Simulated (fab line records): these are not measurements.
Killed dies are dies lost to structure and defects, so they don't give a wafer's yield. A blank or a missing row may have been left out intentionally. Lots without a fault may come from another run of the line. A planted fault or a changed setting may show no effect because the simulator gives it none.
fab line records    flow n5Finfet
record lots=7  wafers=39
route steps=1938 shown FIN_SAQP@102 STI_FIN_REVEAL@190 SD_EPI_N@267 GATE_CUT@501 MOL_CONTACT_COAG@532
startH: hours from the record's opening day to when the first of the lot's shown wafers began    waitH: time in hours since the lot's previous step    " as in the row above    L1.1+2: a row that stands for several wafers    - no value, or no start was given    * or withheld: withheld    < > ~ a bound
route shown NAME@n: NAME is a module with steps in the file, n the number in the route of the first one    usual: mean/standard deviation taken from wafers without a fault    same: alike in all rows    chamber/n: place in a boat    sites: readings site by site    _std_site: their standard deviation    _edge_site: mean of outer sites minus mean of inner sites    radiusMm: for every site, how far away it sits from the centre of the wafer    mask NAME#n: copy n    behind: the most recent tool/chamber to have shaped the wafer    hold: cause of the lot's hold/its duration in hours/its outcome    device: which transistor (n, p or np) failed to switch    end of line: the same wafers' tests at the end of the route    a step without rows: its recipe alone    killed: the dies lost at the first sort to structure and to defects; this is not the yield of the wafer    map: the dies of a wafer, with x for killed, . for not killed, _ for no die there
set.NAME: the setting as run; set.NAME@STEP: as run at that earlier step    model.NAME: the simulator's own value behind a step, which no gauge read
lots whose settings were changed on purpose; a table a step, a row a wafer
## steps
# step N5_FIN_SAQP_HM_DEP_72
# recipe material=SiO2  targetThkA=120  tempC=400  precursor=SiH4/N2O  pressureTorr=0.75  rfW=275  timeS=7.2
lot.wafer  tool      chamber  startH  waitH  set.targetThkA  model.SiO2_of_FIN_SAQP_HM_DEP_72.thkNm
L074.1     pecvd-04  1        22.01   0.0    120             12.06
L074.2     "         0        "       "      120             11.74
L074.3     "         2        "       "      120             12.01
L074.4     "         2        "       "      120             11.96
L074.5     "         1        "       "      120             12.02
L074.6     "         0        "       "      120             12.07
L080.1     pecvd-01  0        57.94   0.0    137.3           13.54
L080.2     "         2        "       "      137.3           13.7
L080.3     "         1        "       "      120             11.83
L080.4     "         0        "       "      120             12.17
L080.5     "         1        "       "      120             12.16
L080.6     "         2        "       "      137.3           13.88
L086.1     pecvd-01  1        93.49   0.0    120             12.04
L086.2     "         2        "       "      120             11.98
L086.3     "         0        "       "      120             11.87
L086.4     "         1        "       "      120             12.21
L086.5     "         2        "       "      120             12.22
L086.6     "         0        "       "      120             12.09
L088.1     pecvd-02  0        104.96  0.0    115.2           11.23
L088.2     "         1        "       "      120             11.86
L088.3     "         0        "       "      115.2           11.45
L088.4     "         1        "       "      120             12.07
L088.5     "         0        "       "      115.2           11.5
L088.6     "         1        "       "      120             12.04
L091.1     pecvd-01  2        123.33  0.0    120             12.11
L091.2     "         0        "       "      120             12.12
L091.5     "         0        "       "      120             12.48
L094.1     pecvd-04  2        141.11  0.0    130.1           12.96
L094.2     "         1        "       "      120             11.94
L094.3     "         0        "       "      130.1           12.94
L094.4     "         1        "       "      120             12.14
L094.5     "         0        "       "      130.1           13.2
L094.6     "         2        "       "      120             12.09
L097.1     pecvd-04  1        160.30  0.0    105.3           10.3
L097.2     "         0        "       "      105.3           10.5
L097.3     "         2        "       "      120             12.13
L097.4     "         2        "       "      120             12.34
L097.5     "         1        "       "      105.3           10.74
L097.6     "         0        "       "      120             12.2
# step N5_FIN_SAQP_COAT_49
# recipe resist=SOC  tempC=250  timeS=60  spinRpm=1500  resistThkNm=100
# step N5_FIN_SAQP_COAT_50
# recipe resist=SiARC  tempC=220  timeS=60  spinRpm=1500  resistThkNm=35
# step N5_FIN_SAQP_ETCH_52
# recipe chemistry=N2/H2  target=SOC  targetDepthA=1000  overetchA=200  maskMaterial=SiARC  tempC=40  timeS=150  ionEnergyEv=200  pressureMtorr=30  sourceW=840  biasW=150  n2FlowSccm=200  h2FlowSccm=200  ends=endPoint
# step N5_FIN_SAQP_STRIP_53
# recipe chemistry=N2/H2  tempC=40  n2FlowSccm=200  h2FlowSccm=200  rfFrequencyHz=6e+07
# step N5_FIN_SAQP_HM_OPEN_73
# recipe chemistry=CHF3/O2  target=SiO2  stopOn=a-Si  targetDepthA=120  overEtchFrac=1.8  maskMaterial=SOC  timeS=16.8  pressureMtorr=30  sourceW=650  biasW=170  Ar_flow_sccm=200  CHF3_flow_sccm=50  O2_flow_sccm=5  ionEnergyEv=200  ends=endPoint
lot.wafer  tool        chamber  startH  waitH  set.targetThkA@FIN_SAQP_HM_DEP_72  model.etch.depthNm
L074.1     rieDiel-01  0        22.93   0.0    120                                12.06
L074.2     "           2        "       "      120                                11.74
L074.3     "           3        "       "      120                                12.01
L074.4     "           0        "       "      120                                11.96
L074.5     "           2        "       "      120                                12.02
L074.6     "           3        "       "      120                                12.07
L080.1     rieDiel-01  2        58.68   0.0    137.3                              13.54
L080.2     "           3        "       "      137.3                              13.7
L080.3     "           1        "       "      120                                11.83
L080.4     "           0        "       "      120                                12.17
L080.5     "           2        "       "      120                                12.16
L080.6     "           3        "       "      137.3                              13.88
L086.1     rieDiel-03  0        94.24   0.0    120                                12.04
L086.2     "           1        "       "      120                                11.98
L086.3     "           2        "       "      120                                11.87
L086.4     "           3        "       "      120                                12.21
L086.5     "           0        "       "      120                                12.22
L086.6     "           3        "       "      120                                12.09
L088.1     rieDiel-01  1        105.63  0.0    115.2                              11.23
L088.2     "           2        "       "      120                                11.86
L088.3     "           3        "       "      115.2                              11.45
L088.4     "           2        "       "      120                                12.07
L088.5     "           1        "       "      115.2                              11.5
L088.6     "           3        "       "      120                                12.04
L091.1     rieDiel-03  1        124.07  0.0    120                                12.11
L091.2     "           2        "       "      120                                12.12
L091.5     "           3        "       "      120                                12.48
L094.1     rieDiel-03  1        141.85  0.0    130.1                              12.96
L094.2     "           3        "       "      120                                11.94
L094.3     "           2        "       "      130.1                              12.94
L094.4     "           2        "       "      120                                12.14
L094.5     "           3        "       "      130.1                              13.2
L094.6     "           1        "       "      120                                12.09
L097.1     rieDiel-05  2        161.15  0.0    105.3                              10.3
L097.2     "           0        "       "      105.3                              10.5
L097.3     "           3        "       "      120                                12.13
L097.4     "           1        "       "      120                                12.34
L097.5     "           2        "       "      105.3                              10.74
L097.6     "           3        "       "      120                                12.2
# step N5_STI_FIN_REVEAL_ETCHBACK_08
# recipe chemistry=C4F6/O2  target=SiO2  targetDepthA=305  timeS=10.167  ionEnergyEv=250  pressureMtorr=30  sourceW=345  biasW=185  Ar_flow_sccm=300  C4F6_flow_sccm=10  O2_flow_sccm=10
lot.wafer   tool        chamber  startH  waitH  set.targetDepthA
L074.1+2+3  rieDiel-03  2,3,1    35.41   0.2    305
L074.4+5+6  "           0,2,1    "       "      261.5
L080.1+2+3  rieDiel-01  1,3,0    69.88   0.2    262
L080.4+5+6  "           2,3,2    "       "      305
L086.1+4+6  rieDiel-01  2,3,1    109.33  0.2    305
L086.2+3+5  "           1,3,2    "       "      343.9
L088.1+4+6  rieDiel-01  1,1,2    116.77  0.2    305
L088.2+3+5  "           2,3,3    "       "      319.4
L091.1+2+5  rieDiel-03  1,0,2    135.14  0.2    305
L094.1+4+5  rieDiel-05  1,0,3    154.16  0.2    280.4
L094.2+3+6  "           3,2,0    "       "      305
L097.1+4+6  rieDiel-03  2,2,1    173.15  0.2    305
L097.2+3+5  "           1,3,3    "       "      285.1
# step N5_STI_FIN_REVEAL_STRIP_24
# recipe chemistry=N2/H2  timeS=90  powerW=100  tempC=40  pressureMtorr=100  rfFrequencyHz=6e+07  biasPowerW=3  n2FlowSccm=300  h2FlowSccm=300
# step N5_STI_FIN_REVEAL_PRECLEAN_25
# recipe chemistry=SPM  timeS=90  tempC=120  mix=4:1
# step N5_STI_FIN_REVEAL_SRD_23
# recipe dry=ipaMarangoni  timeS=30  tempC=23  rinseLiquid=diw
# step N5_STI_FIN_REVEAL_FIN_H_MEAS_10
# usual trenchDepthNm=52.2/0.88
lot.wafer  tool    chamber  startH  waitH  set.targetDepthA@STI_FIN_REVEAL_ETCHBACK_08  trenchDepthNm
L074.1     ocd-02  -        38.35   0.0    305                                          50.7
L074.2     "       -        "       "      305                                          52.4
L074.3     "       -        "       "      305                                          52.3
L074.4     "       -        "       "      261.5                                        46.8
L074.5     "       -        "       "      261.5                                        46.7
L074.6     "       -        "       "      261.5                                        48.8
L080.1     ocd-01  -        72.97   0.0    262                                          48.3
L080.2     "       -        "       "      262                                          46.8
L080.3     "       -        "       "      262                                          46.1
L080.4     "       -        "       "      305                                          51.7
L080.5     "       -        "       "      305                                          51.7
L080.6     "       -        "       "      305                                          51.9
L086.1     ocd-01  -        112.32  0.0    305                                          51.8
L086.2     "       -        "       "      343.9                                        56.8
L086.3     "       -        "       "      343.9                                        56.4
L086.4     "       -        "       "      305                                          53.0
L086.5     "       -        "       "      343.9                                        55.3
L086.6     "       -        "       "      305                                          52.8
L088.1     ocd-02  -        119.72  0.0    305                                          53.5
L088.2     "       -        "       "      319.4                                        53.4
L088.3     "       -        "       "      319.4                                        55.3
L088.4     "       -        "       "      305                                          52.6
L088.5     "       -        "       "      319.4                                        55.0
L088.6     "       -        "       "      305                                          52.3
L091.1     ocd-02  -        138.08  0.0    305                                          52.8
L091.2     "       -        "       "      305                                          50.9
L091.5     "       -        "       "      305                                          50.6
L094.1     ocd-02  -        157.50  0.0    280.4                                        49.9
L094.2     "       -        "       "      305                                          52.7
L094.3     "       -        "       "      305                                          52.4
L094.4     "       -        "       "      280.4                                        49.7
L094.5     "       -        "       "      280.4                                        50.8
L094.6     "       -        "       "      305                                          51.9
L097.1     ocd-02  -        176.09  0.0    305                                          51.6
L097.2     "       -        "       "      285.1                                        51.3
L097.3     "       -        "       "      285.1                                        50.6
L097.4     "       -        "       "      305                                          51.4
L097.5     "       -        "       "      285.1                                        51.0
L097.6     "       -        "       "      305                                          53.3
# step N5_SD_EPI_N_EXPOSE_06
# recipe maskId=SD_N_BLK  na=1.35  sourceShape=conventional  sigmaOuter=0.8  polarization=unpolarized  targetCdNm=120  doseMj=39.75
lot.wafer         tool            chamber  startH  waitH  mask        set.doseMj
L074.1+2+3+4+5+6  arfiScanner-03  0        49.37   -      SD_N_BLK#0  39.75
L080.1+2+5        arfiScanner-03  0        85.93   -      SD_N_BLK#0  39.75
L080.3+4+6        "               0        "       "      SD_N_BLK#0  38.87
L086.1+3+5        arfiScanner-03  0        124.13  -      SD_N_BLK#0  36.86
L086.2+4+6        "               0        "       "      SD_N_BLK#0  39.75
L088.1+3+4        arfiScanner-03  0        131.07  -      SD_N_BLK#0  42.04
L088.2+5+6        "               0        "       "      SD_N_BLK#0  39.75
L091.1+2+5        arfiScanner-01  0        149.47  -      SD_N_BLK#0  39.75
L094.1+4+6        arfiScanner-01  0        169.39  -      SD_N_BLK#0  39.75
L094.2+3+5        "               0        "       "      SD_N_BLK#0  37.13
L097.1+2+3+4+5+6  arfiScanner-01  0        187.12  -      SD_N_BLK#0  39.75
# step N5_SD_EPI_N_PEB_07
# recipe pebTempC=110  pebTimeS=60  resist=CAR-ArF-block
# step N5_SD_EPI_N_DEVELOP_08
# recipe developTimeS=30  developer=TMAH  resist=CAR-ArF-block  devTempC=23  rinseLiquid=diw  dry=airSpin
# step N5_SD_EPI_N_CD_MEAS_09
# recipe targetCdNm=120  landingEnergyEv=500  detector=seInlens
# usual cdNm=119.8/0.62
lot.wafer  tool      chamber  startH  waitH  set.doseMj@SD_EPI_N_EXPOSE_06  cdNm
L074.1     cdSem-01  0        49.49   -      39.75                          119.6
L074.2     "         0        "       "      39.75                          119.5
L074.3     "         0        "       "      39.75                          120.9
L074.4     "         0        "       "      39.75                          120.9
L074.5     "         0        "       "      39.75                          120.9
L074.6     "         0        "       "      39.75                          120.1
L080.1     cdSem-01  0        86.06   -      39.75                          120.4
L080.2     "         0        "       "      39.75                          119.2
L080.3     "         0        "       "      38.87                          117.2
L080.4     "         0        "       "      38.87                          117.2
L080.5     "         0        "       "      39.75                          119.4
L080.6     "         0        "       "      38.87                          117.7
L086.1     cdSem-03  0        124.26  -      36.86                          114.3
L086.2     "         0        "       "      39.75                          119.3
L086.3     "         0        "       "      36.86                          115.1
L086.4     "         0        "       "      39.75                          119.6
L086.5     "         0        "       "      36.86                          114.4
L086.6     "         0        "       "      39.75                          119.8
L088.1     cdSem-01  0        131.20  -      42.04                          124.2
L088.2     "         0        "       "      39.75                          121.1
L088.3     "         0        "       "      42.04                          123.4
L088.4     "         0        "       "      42.04                          123.8
L088.5     "         0        "       "      39.75                          121.2
L088.6     "         0        "       "      39.75                          120.2
L091.1     cdSem-02  0        149.60  -      39.75                          120.1
L091.2     "         0        "       "      39.75                          120.0
L091.5     "         0        "       "      39.75                          119.8
L094.1     cdSem-01  0        169.51  -      39.75                          120.2
L094.2     "         0        "       "      37.13                          115.7
L094.3     "         0        "       "      37.13                          115.2
L094.4     "         0        "       "      39.75                          119.9
L094.5     "         0        "       "      37.13                          115.6
L094.6     "         0        "       "      39.75                          119.6
L097.1     cdSem-03  0        187.24  -      39.75                          119.9
L097.2     "         0        "       "      39.75                          120.5
L097.3     "         0        "       "      39.75                          120.0
L097.4     "         0        "       "      39.75                          118.9
L097.5     "         0        "       "      39.75                          118.9
L097.6     "         0        "       "      39.75                          119.9
# step N5_SD_EPI_N_DESCUM_14
# recipe chemistry=O2  timeS=7.9  sourcePowerW=50  biasPowerW=20  pressureMtorr=20  rfFrequencyHz=2.712e+07  tempC=40  resist=CAR-ArF-block  o2FlowSccm=225
lot.wafer  tool        chamber  startH  waitH  set.doseMj@SD_EPI_N_EXPOSE_06  model.SD_EPI_N.cdNm
L074.1     rieDiel-01  1        49.58   0.0    39.75                          120
L074.2     "           3        "       "      39.75                          119.6
L074.3     "           0        "       "      39.75                          120.6
L074.4     "           2        "       "      39.75                          121
L074.5     "           3        "       "      39.75                          120.8
L074.6     "           2        "       "      39.75                          120.2
L080.1     rieDiel-05  3        86.15   0.0    39.75                          120.2
L080.2+5   "           0        "       "      39.75                          119.2
L080.3+4   "           1,2      "       "      38.87                          117
L080.6     "           1        "       "      38.87                          117.8
L086.1     rieDiel-03  2        124.35  0.0    36.86                          114.2
L086.2     "           3        "       "      39.75                          119.2
L086.3     "           1        "       "      36.86                          115
L086.4+6   "           0,2      "       "      39.75                          119.8
L086.5     "           3        "       "      36.86                          114
L088.1     rieDiel-01  3        131.29  0.0    42.04                          123.8
L088.2     "           0        "       "      39.75                          121.2
L088.3     "           1        "       "      42.04                          123.6
L088.4     "           1        "       "      42.04                          124
L088.5     "           0        "       "      39.75                          120.8
L088.6     "           3        "       "      39.75                          120
L091.1+2   rieDiel-05  0,2      149.69  0.0    39.75                          120
L091.5     "           0        "       "      39.75                          119.8
L094.1     rieDiel-03  3        169.60  0.0    39.75                          120
L094.2     "           1        "       "      37.13                          115.8
L094.3     "           3        "       "      37.13                          115.2
L094.4+6   "           1,3      "       "      39.75                          119.8
L094.5     "           1        "       "      37.13                          115.4
L097.1+6   rieDiel-01  3,2      187.33  0.0    39.75                          119.8
L097.2     "           0        "       "      39.75                          120.4
L097.3     "           2        "       "      39.75                          120.2
L097.4     "           1        "       "      39.75                          119.2
L097.5     "           1        "       "      39.75                          119
# step N5_SD_EPI_N_ETCH_34
# recipe chemistry=CF4  target=SiARC  targetDepthA=455  maskMaterial=CAR-ArF-block  timeS=75.8  ionEnergyEv=80  pressureMtorr=40  sourceW=545  biasW=36  Ar_flow_sccm=100  cf4FlowSccm=100  ends=cleared
lot.wafer  tool        chamber  startH  waitH  set.doseMj@SD_EPI_N_EXPOSE_06  model.SD_EPI_N.cdNm
L074.1     rieDiel-01  1        49.62   0.0    39.75                          119.8
L074.2     "           3        "       "      39.75                          119.6
L074.3     "           0        "       "      39.75                          120.6
L074.4     "           2        "       "      39.75                          121
L074.5     "           3        "       "      39.75                          120.8
L074.6     "           2        "       "      39.75                          120.2
L080.1     rieDiel-05  3        86.18   0.0    39.75                          120.2
L080.2+5   "           0        "       "      39.75                          119.4
L080.3+4   "           1,2      "       "      38.87                          117
L080.6     "           1        "       "      38.87                          117.8
L086.1+5   rieDiel-03  2,3      124.38  0.0    36.86                          114.2
L086.2     "           3        "       "      39.75                          119.2
L086.3     "           1        "       "      36.86                          115
L086.4     "           0        "       "      39.75                          119.6
L086.6     "           2        "       "      39.75                          119.8
L088.1+4   rieDiel-01  3,1      131.32  0.0    42.04                          123.8
L088.2     "           0        "       "      39.75                          121.2
L088.3     "           1        "       "      42.04                          123.4
L088.5     "           0        "       "      39.75                          121
L088.6     "           3        "       "      39.75                          120.2
L091.1     rieDiel-05  0        149.72  0.0    39.75                          120
L091.2+5   "           2,0      "       "      39.75                          119.8
L094.1     rieDiel-03  3        169.65  0.0    39.75                          120.2
L094.2     "           1        "       "      37.13                          115.6
L094.3+5   "           3,1      "       "      37.13                          115.2
L094.4     "           1        "       "      39.75                          119.6
L094.6     "           3        "       "      39.75                          119.8
L097.1     rieDiel-01  3        187.36  0.0    39.75                          120
L097.2     "           0        "       "      39.75                          120.4
L097.3+6   "           2        "       "      39.75                          120.2
L097.4     "           1        "       "      39.75                          119
L097.5     "           1        "       "      39.75                          118.8
# step N5_GATE_CUT_CUT_ETCH_54
# recipe chemistry=Cl2/BCl3  target=TiN  maskMaterial=SiO2  targetDepthA=967  pressureMtorr=10  icpW=1000  biasW=126  Cl2_flow_sccm=53.25  bcl3FlowSccm=21.75  Ar_flow_sccm=25  ends=cleared
# usual etchRfOnTimeS=36.9/0.88
lot.wafer  tool         chamber  startH  waitH  set.icpW  etchRfOnTimeS
L074.1     rieMetal-02  0        83.56   0.0    1000      37.1
L074.2     "            1        "       "      1000      36.5
L074.3     "            0        "       "      1078      34.5
L074.4     "            1        "       "      1078      34.4
L074.5     "            0        "       "      1000      36.9
L074.6     "            1        "       "      1078      34.2
L080.1     rieMetal-01  0        121.59  0.0    1000      36.3
L080.2     "            1        "       "      943.6     40.1
L080.3     "            0        "       "      943.6     38.1
L080.4     "            1        "       "      1000      37.9
L080.5     "            0        "       "      943.6     38.0
L080.6     "            1        "       "      1000      38.4
L086.1     rieMetal-03  1        159.47  0.1    1000      36.2
L086.2     "            1        "       "      1138      32.1
L086.3     "            1        "       "      1000      36.2
L086.4     "            1        "       "      1138      32.4
L086.5     "            1        "       "      1138      32.3
L086.6     "            1        "       "      1000      36.2
L088.1     rieMetal-02  1        165.21  0.0    1000      36.7
L088.2     "            0        "       "      1000      36.8
L088.3     "            0        "       "      1136      33.2
L088.4     "            1        "       "      1136      32.7
L088.5     "            1        "       "      1136      32.7
L088.6     "            0        "       "      1000      36.8
L091.1     rieMetal-01  0        184.97  0.0    1000      36.6
L091.2     "            1        "       "      1000      38.2
L091.5     "            0        "       "      1000      36.2
L094.1     rieMetal-02  1        205.05  0.0    1058      35.1
L094.2     "            0        "       "      1058      35.6
L094.3     "            1        "       "      1058      34.8
L094.4     "            0        "       "      1000      37.6
L094.5     "            1        "       "      1000      36.8
L094.6     "            0        "       "      1000      37.5
L097.1     rieMetal-03  0        224.69  0.0    827.3     43.8
L097.2     "            1        "       "      1000      35.5
L097.3     "            0        "       "      1000      37.6
L097.4     "            1        "       "      827.3     42.2
L097.5     "            0        "       "      827.3     44.3
L097.6     "            1        "       "      1000      35.6
# step N5_MOL_CONTACT_COAG_ETCH_106
# recipe chemistry=N2/H2  target=SOC  targetDepthA=800  overetchA=160  maskMaterial=SiARC  tempC=40  timeS=120  ionEnergyEv=200  pressureMtorr=30  sourceW=840  biasW=150  n2FlowSccm=200  h2FlowSccm=200
# usual rfVppV=524/3.3
lot.wafer  tool        chamber  startH  waitH  set.sourceW  rfVppV
L074.1     rieDiel-05  0        86.98   0.0    840          518
L074.2     "           1        "       "      840          522
L074.3     "           2        "       "      840          529
L074.4     "           3        "       "      840          525
L074.5     "           1        "       "      840          523
L074.6     "           0        "       "      840          519
L080.1     rieDiel-01  3        125.01  0.0    703          559
L080.2     "           1        "       "      840          523
L080.3     "           0        "       "      840          524
L080.4     "           3        "       "      703          560
L080.5     "           1        "       "      703          552
L080.6     "           0        "       "      840          524
L086.1     rieDiel-05  0        163.22  0.0    840          520
L086.2     "           1        "       "      840          521
L086.3     "           2        "       "      840          529
L086.4     "           3        "       "      988          498
L086.5     "           0        "       "      988          493
L086.6     "           1        "       "      988          495
L088.1     rieDiel-03  3        168.79  0.0    840          524
L088.2     "           1        "       "      840          528
L088.3     "           3        "       "      840          522
L088.4     "           1        "       "      840          527
L088.5     "           1        "       "      840          525
L088.6     "           3        "       "      840          523
L091.1     rieDiel-05  1        188.51  0.0    840          523
L091.2     "           3        "       "      840          526
L091.5     "           3        "       "      840          525
L094.1     rieDiel-01  0        210.09  0.0    968.6        498
L094.2     "           3        "       "      840          528
L094.3     "           1        "       "      840          522
L094.4     "           1        "       "      840          522
L094.5     "           0        "       "      968.6        498
L094.6     "           3        "       "      968.6        504
L097.1     rieDiel-05  2        229.04  0.0    775.5        542
L097.2     "           1        "       "      775.5        535
L097.3     "           0        "       "      775.5        532
L097.4     "           2        "       "      840          530
L097.5     "           0        "       "      840          519
L097.6     "           1        "       "      840          522
# step N5_MOL_CONTACT_COAG_ANNEAL_112
# recipe tempC=400  timeS=1800  ambient=HPD2  pressureAtm=10
# usual wafer_temp_C_max=401.8/0.39
lot.wafer  tool         chamber  startH  waitH  set.tempC  wafer_temp_C_max
L074.1     hpAnneal-01  0        99.54   0.0    393.5      395.1
L074.2     "            0        "       "      393.5      395.5
L074.3     "            0        "       "      393.5      394.9
L074.4     "            0        "       "      393.5      395.4
L074.5     "            0        "       "      393.5      395.3
L074.6     "            0        "       "      393.5      395.1
L080.1     hpAnneal-01  0        138.52  0.0    392        393.2
L080.2     "            0        "       "      392        393.2
L080.3     "            0        "       "      392        393.7
L080.4     "            0        "       "      392        392.9
L080.5     "            0        "       "      392        393.8
L080.6     "            0        "       "      392        393.6
L086.1     hpAnneal-01  0        175.94  0.0    405.7      407.0
L086.2     "            0        "       "      405.7      407.8
L086.3     "            0        "       "      405.7      407.7
L086.4     "            0        "       "      405.7      407.6
L086.5     "            0        "       "      405.7      407.3
L086.6     "            0        "       "      405.7      407.4
L088.1     hpAnneal-01  0        184.95  0.0    411.7      413.6
L088.2     "            0        "       "      411.7      414.1
L088.3     "            0        "       "      411.7      414.1
L088.4     "            0        "       "      411.7      413.2
L088.5     "            0        "       "      411.7      413.1
L088.6     "            0        "       "      411.7      413.6
L091.1     hpAnneal-01  0        201.15  0.0    400        401.9
L091.2     "            0        "       "      400        401.2
L091.5     "            0        "       "      400        402.0
L094.1     hpAnneal-01  0        227.01  0.0    390.1      392.1
L094.2     "            0        "       "      390.1      391.2
L094.3     "            0        "       "      390.1      391.4
L094.4     "            0        "       "      390.1      392.2
L094.5     "            0        "       "      390.1      391.2
L094.6     "            0        "       "      390.1      391.4
L097.1     hpAnneal-01  0        243.64  0.4    387.9      389.3
L097.2     "            0        "       "      387.9      389.9
L097.3     "            0        "       "      387.9      390.3
L097.4     "            0        "       "      387.9      390.2
L097.5     "            0        "       "      387.9      389.7
L097.6     "            0        "       "      387.9      389.3
## key
split step=N5_FIN_SAQP_HM_DEP_72  setting=targetThkA  stated=120  by=wafer
response step=N5_FIN_SAQP_HM_DEP_72  reading=model.SiO2_of_FIN_SAQP_HM_DEP_72.thkNm  change=+0.124  per=1%  r=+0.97
response step=N5_FIN_SAQP_HM_OPEN_73  reading=model.etch.depthNm  change=+0.124  per=1%  r=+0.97
split step=N5_STI_FIN_REVEAL_ETCHBACK_08  setting=targetDepthA  stated=305  by=wafer
response step=N5_STI_FIN_REVEAL_FIN_H_MEAS_10  reading=trenchDepthNm  change=+0.299  per=1%  r=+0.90
split step=N5_SD_EPI_N_EXPOSE_06  setting=doseMj  stated=39.75  by=wafer
response step=N5_SD_EPI_N_CD_MEAS_09  reading=cdNm  change=+0.647  per=1%  r=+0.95
response step=N5_SD_EPI_N_DESCUM_14  reading=model.SD_EPI_N.cdNm  change=+0.669  per=1%  r=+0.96
response step=N5_SD_EPI_N_ETCH_34  reading=model.SD_EPI_N.cdNm  change=+0.659  per=1%  r=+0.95
split step=N5_GATE_CUT_CUT_ETCH_54  setting=icpW  stated=1000  by=wafer
response step=N5_GATE_CUT_CUT_ETCH_54  reading=etchRfOnTimeS  change=*  per=1%  r=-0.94
split step=N5_MOL_CONTACT_COAG_ETCH_106  setting=sourceW  stated=840  by=wafer
response step=N5_MOL_CONTACT_COAG_ETCH_106  reading=rfVppV  change=-1.73  per=1%  r=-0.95
split step=N5_MOL_CONTACT_COAG_ANNEAL_112  setting=tempC  stated=400  by=lot
response step=N5_MOL_CONTACT_COAG_ANNEAL_112  reading=wafer_temp_C_max  change=*  per=1%  r=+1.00
